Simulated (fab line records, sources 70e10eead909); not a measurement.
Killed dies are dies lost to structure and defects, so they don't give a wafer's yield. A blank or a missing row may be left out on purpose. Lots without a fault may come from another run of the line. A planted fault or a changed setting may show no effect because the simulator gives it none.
Chamber matching | flow nand_harc | NHARC_A_STAIRCASE_DEP_417 on pecvd-03: 3 sister chambers
The step deposits Si3N4, target thk 60 nm. 6 wafers are shown with their chamber, then 8 later ones without.

WAFERS WITH THEIR CHAMBER
wafer  | chamber | heater_power_w (W)
L082.4 | 2       | 803
L082.5 | 0       | 591
L089.2 | 1       | 652
L089.4 | 1       | 660
L089.5 | 0       | 617
L092.1 | 2       | 787

WAFERS WITHOUT THEIR CHAMBER
wafer  | heater_power_w (W)
L092.4 | 634
L092.6 | 783
L093.4 | 778
L093.5 | 606
L093.6 | 682
L094.1 | 781
L094.3 | 691
L094.6 | 676

WHICH CHAMBER EACH WENT THROUGH
wafer  | from the rows above     | in truth
L092.4 | can't be placed: 1 or 0 | 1
L092.6 | 2                       | 2
L093.4 | 2                       | 2
L093.5 | 0                       | 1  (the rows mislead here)
L093.6 | 1                       | 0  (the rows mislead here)
L094.1 | 2                       | 2
L094.3 | 1                       | 1
L094.6 | 1                       | 1
Placed correctly: 5 of 8. Can't be placed from these rows: 1 (the true chamber is among the candidates in 1). Placed wrongly: 2.
How it was worked out, from the rows above alone: a wafer's distance from a chamber is the root of the sum, over the readings, of the square of ((its reading less the chamber's mean) divided by the reading's scatter). The wafer belongs to the nearest chamber; if the next one is less than 2 further off, it can't be placed. A chamber's mean is the mean of its shown wafers. The scatter: the root of (the sum of the squares of (reading less its chamber's mean) over the shown wafers, divided by (wafers less chambers)).
